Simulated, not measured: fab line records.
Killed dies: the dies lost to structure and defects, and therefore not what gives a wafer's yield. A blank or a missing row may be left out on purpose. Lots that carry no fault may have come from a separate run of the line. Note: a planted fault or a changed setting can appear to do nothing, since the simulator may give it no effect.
Which tool did it? :: flow nandHarc :: 12 lots with 36 wafers sampled at 5 steps, on a route of 1302 steps

## WHAT THE GAUGES READ, wafer by wafer
NHARC_END_SORT_01. Usual: killedAtArray 63, standard deviation 18; killedAtOther 1.1, standard deviation 1.3; killedAtPeriphery 4.3, standard deviation 2.8; killedDies 68, standard deviation 18; killedOpen 3.3, standard deviation 2; killedShort 2.4, standard deviation 1.6.
lot: L430
measured: day 31 16:52
on: prober-02
killedAtArray: 52 66 60
killedAtOther: 1 0 0
killedAtPeriphery: 8 3 4
killedDies: 61 69 64
killedOpen: 6 3 6
killedShort: 2 3 1
flag: 

lot: L433
measured: day 33 00:08
on: prober-01
killedAtArray: 674 675 674
killedAtOther: 0 2 1
killedAtPeriphery: 3 0 2
killedDies: 677 677 677
killedOpen: 2 3 3
killedShort: 1 1 4
flag: OFF

lot: L435
measured: day 32 08:30
on: prober-02
killedAtArray: 676 673 672
killedAtOther: 0 0 1
killedAtPeriphery: 1 4 4
killedDies: 677 677 677
killedOpen: 2 3 2
killedShort: 5 3 4
flag: OFF

lot: L432
measured: day 32 17:01
on: prober-01
killedAtArray: 675 669 676
killedAtOther: 0 2 1
killedAtPeriphery: 2 6 0
killedDies: 677 677 677
killedOpen: 1 10 1
killedShort: 5 2 2
flag: OFF

## TOOL THAT RAN EACH LOT (tool first, then ch and the chambers of the sampled wafers, then the start)
lot: L419
NHARC_A_STAIRCASE_TRIM_16: rieDiel-03 ch 0,2,3, day 16 13:19 or earlier
NHARC_A_STAIRCASE_DESCUM_186: rieDiel-04 ch 1,3, day 16 13:19
NHARC_A_STAIRCASE_ETCH_188: rieDiel-04 ch 1,3, day 16 13:33
NHARC_A_STAIRCASE_ETCH_194: rieDiel-04 ch 1,2,3, no start

lot: L423
NHARC_A_STAIRCASE_TRIM_16: rieDiel-04 ch 2,3, day 17 12:11 or earlier
NHARC_A_STAIRCASE_DESCUM_186: rieDiel-10 ch 2,3, day 17 12:11
NHARC_A_STAIRCASE_ETCH_188: rieDiel-10 ch 0,1,2, day 17 12:26
NHARC_A_STAIRCASE_ETCH_194: rieDiel-10 ch 0,1,2, no start

lot: L424
NHARC_A_STAIRCASE_TRIM_16: rieDiel-04 ch 0,1,3, day 18 17:17 or earlier
NHARC_A_STAIRCASE_DESCUM_186: rieDiel-04 ch 0,1,3, day 18 17:17
NHARC_A_STAIRCASE_ETCH_188: rieDiel-04 ch 0,1,2, day 18 17:31
NHARC_A_STAIRCASE_ETCH_194: rieDiel-04 ch 0,1,2, no start

lot: L428
NHARC_A_STAIRCASE_TRIM_16: rieDiel-04 ch 0,1,2, day 19 10:16 or earlier
NHARC_A_STAIRCASE_DESCUM_186: rieDiel-04 ch 1,2, day 19 10:16
NHARC_A_STAIRCASE_ETCH_188: rieDiel-04 ch 1,2,3, day 19 10:31
NHARC_A_STAIRCASE_ETCH_194: rieDiel-04 ch 1,2,3, no start

lot: L426
NHARC_A_STAIRCASE_TRIM_16: rieDiel-10 ch 1,2, day 19 11:09 or earlier
NHARC_A_STAIRCASE_DESCUM_186: rieDiel-03 ch 1,2, day 19 11:09
NHARC_A_STAIRCASE_ETCH_188: rieDiel-03 ch 2,3, day 19 11:23
NHARC_A_STAIRCASE_ETCH_194: rieDiel-03 ch 1,2,3, no start

lot: L430
NHARC_A_STAIRCASE_TRIM_16: rieDiel-04 ch 1,3, day 20 06:07 or earlier
NHARC_A_STAIRCASE_DESCUM_186: rieDiel-10 ch 1,2, day 20 06:07
NHARC_A_STAIRCASE_ETCH_188: rieDiel-10 ch 1,2,3, day 20 06:50
NHARC_A_STAIRCASE_ETCH_194: rieDiel-10 ch 0,2, day 31 16:52 or earlier

lot: L433
NHARC_A_STAIRCASE_TRIM_16: rieDiel-04 ch 1,3, day 22 08:17 or earlier
NHARC_A_STAIRCASE_DESCUM_186: rieDiel-10 ch 1,2,3, day 22 08:17
NHARC_A_STAIRCASE_ETCH_188: rieDiel-10 ch 0,3, day 22 08:35
NHARC_A_STAIRCASE_ETCH_194: rieDiel-10 ch 1,2,3, day 33 00:08 or earlier

lot: L435
NHARC_A_STAIRCASE_TRIM_16: rieDiel-03 ch 0,1, day 22 08:26 or earlier
NHARC_A_STAIRCASE_DESCUM_186: rieDiel-03 ch 0,1,2, day 22 08:26
NHARC_A_STAIRCASE_ETCH_188: rieDiel-03 ch 0,2,3, day 22 08:44
NHARC_A_STAIRCASE_ETCH_194: rieDiel-03 ch 2,3, day 32 08:30 or earlier

lot: L432
NHARC_A_STAIRCASE_TRIM_16: rieDiel-10 ch 0,1,2, day 22 08:53 or earlier
NHARC_A_STAIRCASE_DESCUM_186: rieDiel-10 ch 0,1, day 22 08:53
NHARC_A_STAIRCASE_ETCH_188: rieDiel-10 ch 0,2,3, day 22 09:31
NHARC_A_STAIRCASE_ETCH_194: rieDiel-10 ch 0,1,3, day 32 17:01 or earlier

lot: L434
NHARC_A_STAIRCASE_TRIM_16: rieDiel-04 ch 1,3, day 22 12:10 or earlier
NHARC_A_STAIRCASE_DESCUM_186: rieDiel-10 ch 1,2, day 22 12:10
NHARC_A_STAIRCASE_ETCH_188: rieDiel-10 ch 0,2, day 22 12:25
NHARC_A_STAIRCASE_ETCH_194: rieDiel-10 ch 1,2,3, no start

lot: L436
NHARC_A_STAIRCASE_TRIM_16: rieDiel-10 ch 0,1, day 23 14:28 or earlier
NHARC_A_STAIRCASE_DESCUM_186: rieDiel-04 ch 0,1, day 23 14:28
NHARC_A_STAIRCASE_ETCH_188: rieDiel-04 ch 1,2, day 23 14:44
NHARC_A_STAIRCASE_ETCH_194: rieDiel-04 ch 2,3, no start

lot: L441
NHARC_A_STAIRCASE_TRIM_16: rieDiel-04 ch 0,1,3, day 26 03:10 or earlier
NHARC_A_STAIRCASE_DESCUM_186: rieDiel-04 ch 0,1,2, day 26 03:10
NHARC_A_STAIRCASE_ETCH_188: rieDiel-04 ch 0,2,3, day 26 03:24
NHARC_A_STAIRCASE_ETCH_194: rieDiel-04 ch 0,1,2, no start
- NHARC_A_STAIRCASE_TRIM_16: chemistry O2, time 211.2 s.
- NHARC_A_STAIRCASE_DESCUM_186: chemistry O2, time 3 s.
- NHARC_A_STAIRCASE_ETCH_188: etches the open film in C4F8/O2, target depth 100 nm, time 40.5 s.
- NHARC_A_STAIRCASE_ETCH_194: etches the open film in C4F8/O2, target depth 100 nm, time 40.5 s.

## WHAT THE TOOLS THEMSELVES READ (means of the sampled wafers that have a number; where no wafer has one, the mark that the record gives instead)
NHARC_A_STAIRCASE_TRIM_16. Usual: drypumpMotorCurrentA 5.9 A, standard deviation 0.41; oesProductAu 1.004 a.u., standard deviation 0.0074; rfVppV 57.7 V, standard deviation 0.88; showerheadPlenumPTorr 3.51 Torr, standard deviation 0.14; throttleValvePct 17.036 %, standard deviation 0.009.
lot: L419
tool: rieDiel-03
drypumpMotorCurrentA (A): 6.4
oesProductAu (a.u.): 1.005
rfVppV (V): 57.9
showerheadPlenumPTorr (Torr): 3.68
throttleValvePct (%): 17.036
flag: 

lot: L423
tool: rieDiel-04
drypumpMotorCurrentA (A): 5.9
oesProductAu (a.u.): 1.010
rfVppV (V): 57.2
showerheadPlenumPTorr (Torr): 3.35
throttleValvePct (%): 17.035
flag: 

lot: L424
tool: rieDiel-04
drypumpMotorCurrentA (A): 5.8
oesProductAu (a.u.): 1.006
rfVppV (V): 57.1
showerheadPlenumPTorr (Torr): 3.43
throttleValvePct (%): 17.037
flag: 

lot: L428
tool: rieDiel-04
drypumpMotorCurrentA (A): 5.9
oesProductAu (a.u.): 1.011
rfVppV (V): 57.6
showerheadPlenumPTorr (Torr): 3.44
throttleValvePct (%): 17.038
flag: 

lot: L426
tool: rieDiel-10
drypumpMotorCurrentA (A): 6.0
oesProductAu (a.u.): 1.006
rfVppV (V): 57.5
showerheadPlenumPTorr (Torr): 3.62
throttleValvePct (%): 17.045
flag: 

lot: L430
tool: rieDiel-04
drypumpMotorCurrentA (A): 5.9
oesProductAu (a.u.): 0.996
rfVppV (V): 57.8
showerheadPlenumPTorr (Torr): 3.38
throttleValvePct (%): 17.040
flag: 

lot: L433
tool: rieDiel-04
drypumpMotorCurrentA (A): 6.2
oesProductAu (a.u.): 0.998
rfVppV (V): 57.3
showerheadPlenumPTorr (Torr): 3.43
throttleValvePct (%): 17.040
flag: 

lot: L435
tool: rieDiel-03
drypumpMotorCurrentA (A): 5.5
oesProductAu (a.u.): 1.001
rfVppV (V): 58.2
showerheadPlenumPTorr (Torr): 3.77
throttleValvePct (%): 17.034
flag: 

lot: L432
tool: rieDiel-10
drypumpMotorCurrentA (A): 6.0
oesProductAu (a.u.): 1.000
rfVppV (V): 57.8
showerheadPlenumPTorr (Torr): 3.54
throttleValvePct (%): 17.039
flag: 

lot: L434
tool: rieDiel-04
drypumpMotorCurrentA (A): 5.9
oesProductAu (a.u.): 1.000
rfVppV (V): 57.7
showerheadPlenumPTorr (Torr): 3.37
throttleValvePct (%): 17.034
flag: 

lot: L436
tool: rieDiel-10
drypumpMotorCurrentA (A): 5.8
oesProductAu (a.u.): 1.018
rfVppV (V): 57.9
showerheadPlenumPTorr (Torr): 3.65
throttleValvePct (%): 17.032
flag: 

lot: L441
tool: rieDiel-04
drypumpMotorCurrentA (A): 5.8
oesProductAu (a.u.): 0.999
rfVppV (V): 57.4
showerheadPlenumPTorr (Torr): 3.40
throttleValvePct (%): 17.035
flag: 

NHARC_A_STAIRCASE_DESCUM_186. Usual: drypumpMotorCurrentA 5.9 A, standard deviation 0.45; oesProductAu 1.003 a.u., standard deviation 0.0072; rfVppV 57.8 V, standard deviation 0.98; showerheadPlenumPTorr 1.91 Torr, standard deviation 0.088; throttleValvePct 11.312 %, standard deviation 0.0086.
lot: L419
tool: rieDiel-04
drypumpMotorCurrentA (A): 5.9
oesProductAu (a.u.): 1.000
rfVppV (V): 56.9
showerheadPlenumPTorr (Torr): 1.84
throttleValvePct (%): 11.315
flag: 

lot: L423
tool: rieDiel-10
drypumpMotorCurrentA (A): 6.0
oesProductAu (a.u.): 1.013
rfVppV (V): 58.0
showerheadPlenumPTorr (Torr): 1.87
throttleValvePct (%): 11.316
flag: 

lot: L424
tool: rieDiel-04
drypumpMotorCurrentA (A): 5.8
oesProductAu (a.u.): 1.007
rfVppV (V): 57.4
showerheadPlenumPTorr (Torr): 1.86
throttleValvePct (%): 11.316
flag: 

lot: L428
tool: rieDiel-04
drypumpMotorCurrentA (A): 6.2
oesProductAu (a.u.): 1.001
rfVppV (V): 56.7
showerheadPlenumPTorr (Torr): 1.87
throttleValvePct (%): 11.310
flag: 

lot: L426
tool: rieDiel-03
drypumpMotorCurrentA (A): 6.3
oesProductAu (a.u.): 1.008
rfVppV (V): 58.0
showerheadPlenumPTorr (Torr): 1.99
throttleValvePct (%): 11.308
flag: 

lot: L430
tool: rieDiel-10
drypumpMotorCurrentA (A): 6.2
oesProductAu (a.u.): 1.004
rfVppV (V): 58.0
showerheadPlenumPTorr (Torr): 1.90
throttleValvePct (%): 11.320
flag: 

lot: L433
tool: rieDiel-10
drypumpMotorCurrentA (A): 5.8
oesProductAu (a.u.): 0.995
rfVppV (V): 58.5
showerheadPlenumPTorr (Torr): 1.92
throttleValvePct (%): 11.309
flag: 

lot: L435
tool: rieDiel-03
drypumpMotorCurrentA (A): 6.1
oesProductAu (a.u.): 1.001
rfVppV (V): 57.9
showerheadPlenumPTorr (Torr): 2.02
throttleValvePct (%): 11.309
flag: 

lot: L432
tool: rieDiel-10
drypumpMotorCurrentA (A): 5.9
oesProductAu (a.u.): 1.010
rfVppV (V): 57.0
showerheadPlenumPTorr (Torr): 1.95
throttleValvePct (%): 11.311
flag: 

lot: L434
tool: rieDiel-10
drypumpMotorCurrentA (A): 6.2
oesProductAu (a.u.): 1.001
rfVppV (V): 57.9
showerheadPlenumPTorr (Torr): 1.89
throttleValvePct (%): 11.317
flag: 

lot: L436
tool: rieDiel-04
drypumpMotorCurrentA (A): 5.7
oesProductAu (a.u.): 1.006
rfVppV (V): 57.5
showerheadPlenumPTorr (Torr): 1.87
throttleValvePct (%): 11.301
flag: 

lot: L441
tool: rieDiel-04
drypumpMotorCurrentA (A): 5.9
oesProductAu (a.u.): 1.003
rfVppV (V): 57.8
showerheadPlenumPTorr (Torr): 1.84
throttleValvePct (%): 11.314
flag: 

NHARC_A_STAIRCASE_ETCH_188. Usual: biasW 1000.6 W, standard deviation 2.8; chamberPressureMTorr 25.002 mTorr, standard deviation 0.022; oesProductAu 0.944 a.u., standard deviation 0.014; rfVppV 896 V, standard deviation 5.5.
lot: L419
tool: rieDiel-04
biasW (W): 1002.5
chamberPressureMTorr (mTorr): 24.991
oesProductAu (a.u.): 0.945
rfVppV (V): 893
flag: 

lot: L423
tool: rieDiel-10
biasW (W): 1003.3
chamberPressureMTorr (mTorr): 24.986
oesProductAu (a.u.): 0.956
rfVppV (V): 897
flag: 

lot: L424
tool: rieDiel-04
biasW (W): 999.7
chamberPressureMTorr (mTorr): 25.012
oesProductAu (a.u.): 0.957
rfVppV (V): 892
flag: 

lot: L428
tool: rieDiel-04
biasW (W): 999.0
chamberPressureMTorr (mTorr): 24.992
oesProductAu (a.u.): 0.945
rfVppV (V): 891
flag: 

lot: L426
tool: rieDiel-03
biasW (W): 999.9
chamberPressureMTorr (mTorr): 25.004
oesProductAu (a.u.): 0.960
rfVppV (V): 899
flag: 

lot: L430
tool: rieDiel-10
biasW (W): 1000.3
chamberPressureMTorr (mTorr): 25.004
oesProductAu (a.u.): 0.931
rfVppV (V): 897
flag: 

lot: L433
tool: rieDiel-10
biasW (W): -
chamberPressureMTorr (mTorr): -
oesProductAu (a.u.): -
rfVppV (V): -
flag: OFF

lot: L435
tool: rieDiel-03
biasW (W): -
chamberPressureMTorr (mTorr): -
oesProductAu (a.u.): -
rfVppV (V): -
flag: OFF

lot: L432
tool: rieDiel-10
biasW (W): -
chamberPressureMTorr (mTorr): -
oesProductAu (a.u.): -
rfVppV (V): -
flag: OFF

lot: L434
tool: rieDiel-10
biasW (W): 997.6
chamberPressureMTorr (mTorr): 24.996
oesProductAu (a.u.): 0.967
rfVppV (V): 893
flag: 

lot: L436
tool: rieDiel-04
biasW (W): 1000.5
chamberPressureMTorr (mTorr): 24.995
oesProductAu (a.u.): 0.952
rfVppV (V): 893
flag: 

lot: L441
tool: rieDiel-04
biasW (W): 1001.7
chamberPressureMTorr (mTorr): 25.005
oesProductAu (a.u.): 0.955
rfVppV (V): 890
flag: 

NHARC_A_STAIRCASE_ETCH_194. Usual: biasW 1000 W, standard deviation 3.1; chamberPressureMTorr 25.000 mTorr, standard deviation 0.021; oesProductAu 0.945 a.u., standard deviation 0.0097; rfVppV 896 V, standard deviation 5.4.
lot: L419
tool: rieDiel-04
biasW (W): 999
chamberPressureMTorr (mTorr): 24.986
oesProductAu (a.u.): 0.951
rfVppV (V): 892
flag: 

lot: L423
tool: rieDiel-10
biasW (W): 998
chamberPressureMTorr (mTorr): 25.005
oesProductAu (a.u.): 0.952
rfVppV (V): 896
flag: 

lot: L424
tool: rieDiel-04
biasW (W): 1001
chamberPressureMTorr (mTorr): 24.993
oesProductAu (a.u.): 0.949
rfVppV (V): 892
flag: 

lot: L428
tool: rieDiel-04
biasW (W): 1001
chamberPressureMTorr (mTorr): 25.013
oesProductAu (a.u.): 0.949
rfVppV (V): 891
flag: 

lot: L426
tool: rieDiel-03
biasW (W): 999
chamberPressureMTorr (mTorr): 25.008
oesProductAu (a.u.): 0.942
rfVppV (V): 902
flag: 

lot: L430
tool: rieDiel-10
biasW (W): 1001
chamberPressureMTorr (mTorr): 24.994
oesProductAu (a.u.): 0.948
rfVppV (V): 894
flag: 

lot: L433
tool: rieDiel-10
biasW (W): 999
chamberPressureMTorr (mTorr): 24.997
oesProductAu (a.u.): 0.947
rfVppV (V): 896
flag: 

lot: L435
tool: rieDiel-03
biasW (W): 1001
chamberPressureMTorr (mTorr): 24.990
oesProductAu (a.u.): 0.948
rfVppV (V): 898
flag: 

lot: L432
tool: rieDiel-10
biasW (W): 1003
chamberPressureMTorr (mTorr): 24.995
oesProductAu (a.u.): 0.945
rfVppV (V): 898
flag: 

lot: L434
tool: rieDiel-10
biasW (W): 999
chamberPressureMTorr (mTorr): 25.014
oesProductAu (a.u.): 0.941
rfVppV (V): 897
flag: 

lot: L436
tool: rieDiel-04
biasW (W): 1002
chamberPressureMTorr (mTorr): 24.998
oesProductAu (a.u.): 0.930
rfVppV (V): 888
flag: 

lot: L441
tool: rieDiel-04
biasW (W): 999
chamberPressureMTorr (mTorr): 24.993
oesProductAu (a.u.): 0.954
rfVppV (V): 892
flag: 

## THE ANSWER, worked out from the rows above alone
Rule: a lot counts as off when the mean over its wafers that have a number is more than 3 standard deviations away from the usual mean. A lot without any number at a reading at which 4 lots or more have one is off too. The other lots that the step has rows for count as sound. The gauges are gone through in route order, then the tools' own readings, and for those a lot's mean is taken as printed above. The first step at which some lot is off is used, and at that step the reading that is off furthest; a lot without a number counts as furthest.
Off, at NHARC_END_SORT_01 on killedAtArray: L433, L435, L432. Neither off nor sound, because the step has no rows for them: L419, L423, L424, L428, L426, L434, L436, L441.
If a tool, at a process step before that reading, ran all the lots that are off and no sound lot after the first of them, it fits. Not tried: the gauges at NHARC_END_SORT_01; whatever is off there is also off at NHARC_A_STAIRCASE_ETCH_188, on other tools, and gauge error can't account for it. NHARC_A_STAIRCASE_TRIM_16: start missing for some lots; hours and lot order therefore follow NHARC_A_STAIRCASE_DESCUM_186. NHARC_A_STAIRCASE_ETCH_194: start missing for some lots; hours and lot order therefore follow NHARC_END_SORT_01. Not one of the candidates tried fits.

## WHAT THE SIMULATOR HAD PUT IN
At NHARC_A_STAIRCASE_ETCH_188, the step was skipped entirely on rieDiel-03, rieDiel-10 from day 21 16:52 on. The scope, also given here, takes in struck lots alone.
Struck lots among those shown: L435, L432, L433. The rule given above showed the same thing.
